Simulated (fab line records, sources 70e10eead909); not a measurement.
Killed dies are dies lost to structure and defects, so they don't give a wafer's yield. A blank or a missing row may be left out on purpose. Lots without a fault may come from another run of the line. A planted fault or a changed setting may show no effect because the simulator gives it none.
A struck lot beside a sound one | flow nand_harc | 23 steps out of a route of 1302
Sound: wafers L640.4, L640.5, L640.6. Struck: wafer L632.6. (L632.2, L632.5 of the same lot were not struck and are left out.) The cause comes at the end.
At each step with rows: each side's tool, then ch and its chambers, then its first start. Under that, the readings that differ: sound wafers | struck wafers | difference of the means | sigmas: that difference in standard deviations of wafers without a fault.
alike: readings whose means differ by less than 2 such deviations, and words and numbers that are the same on both sides. not compared: withheld readings, readings that some wafer has no value for, bounds like >300 that may hide the same value, and numbers for which the record gives no deviation and whose values overlap.
The two part at a step that has a row with sigmas, a row that says differs or no value, or rows on one side only. Numbers that don't overlap but have no deviation are shown without sigmas and don't part them. A reading that every wafer of one side lacks parts them only if that side has two wafers or more.

first, 8 steps without rows for these wafers: NHARC_A_CHANNEL_HOLE_D2_DESCUM_15 (chemistry O2, time 3 s); NHARC_A_CHANNEL_HOLE_D2_ETCH_38 (etches the open film in CF4, target depth 39 nm, time 65 s); NHARC_A_CHANNEL_HOLE_D2_ETCH_39 (etches the open film in N2/H2, target depth 260 nm, time 325 s); NHARC_A_CHANNEL_HOLE_D2_ETCH_34 (etches the open film in CF4/CHF3, target depth 154 nm, time 77 s); NHARC_A_CHANNEL_HOLE_D2_ETCH_16 (etches the open film in O2/COS, target depth 3100 nm, time 806 s); NHARC_A_CHANNEL_HOLE_D2_ETCH_19 (etches the open film in C4F8/O2/Ar, time 34.5 s); NHARC_A_CHANNEL_HOLE_D2_ETCH_20 (etches the open film in C4F8/O2/Ar, time 361.9 s, target depth 1600 nm); NHARC_A_CHANNEL_HOLE_D2_ETCH_21 (etches the open film in C4F8/O2/Ar, time 514.3 s, target depth 1600 nm).
NHARC_A_CHANNEL_HOLE_D2_ETCH_22: etches the open film in C4F8/O2/Ar, time 666.7 s, target depth 1600 nm.
  sound on har_etch-01 ch 0,1, day 21 08:28; struck on har_etch-01 ch 0, day 19 00:29
  alike: drypump_motor_current_A, showerhead_plenum_p_Torr, temp_c, throttle_valve_pct
  not compared: rf_hours_counter_h
then, 12 steps without rows for these wafers: NHARC_A_CHANNEL_HOLE_D2_ETCH_23 (etches the open film in C4F8/O2/Ar, time 819 s, target depth 1600 nm); NHARC_A_CHANNEL_HOLE_D2_ETCH_24 (etches the open film in C4F8/O2/Ar, time 906.2 s, target depth 1500 nm); NHARC_A_CHANNEL_HOLE_D2_ETCH_25 (etches the open film in C4F8/O2/Ar, time 1040.2 s, target depth 1500 nm); NHARC_A_CHANNEL_HOLE_D2_ETCH_26 (etches the open film in C4F8/O2/Ar, time 224.1 s, target depth 300 nm); NHARC_A_CHANNEL_HOLE_D2_ETCH_27 (etches the open film in C4F8/O2/Ar, time 90 s, target depth 400 nm); NHARC_A_CHANNEL_HOLE_D2_STRIP_41 (strips in N2/H2); NHARC_A_CHANNEL_HOLE_D2_STRIP_42 (strips in CF4/CHF3); NHARC_A_CHANNEL_HOLE_D2_STRIP_43 (strips in O2/COS); NHARC_A_CHANNEL_HOLE_D2_ETCH_44 (etches the open film in CF4/O2, target depth 140 nm, overetch 14 nm, time 77 s); NHARC_A_CHANNEL_HOLE_D2_STRIP_28 (strips in O2); NHARC_A_CHANNEL_HOLE_D2_PRECLEAN_29 (cleans in SC1); NHARC_A_CHANNEL_HOLE_D2_SRD_30.
NHARC_A_CHANNEL_HOLE_D2_XSEM_32:
  sound on xsem-01 ch 0, day 21 13:01; struck on xsem-01 ch 0, day 19 05:13
  reading     | sound          | struck | difference | sigmas
  bow_nm (nm) | 8.85 8.78 8.75 | 14.09  | +5.30      | +19
  alike: bot_cd_nm, tilt_deg
NHARC_END_SORT_01:
  the record has rows for the sound wafers here (prober-02 ch 0, day 32 23:59) and none for the struck ones

WHERE THEY PART
First at NHARC_A_CHANNEL_HOLE_D2_XSEM_32; last, within this record, at NHARC_END_SORT_01.

WHY: what the simulator had put in
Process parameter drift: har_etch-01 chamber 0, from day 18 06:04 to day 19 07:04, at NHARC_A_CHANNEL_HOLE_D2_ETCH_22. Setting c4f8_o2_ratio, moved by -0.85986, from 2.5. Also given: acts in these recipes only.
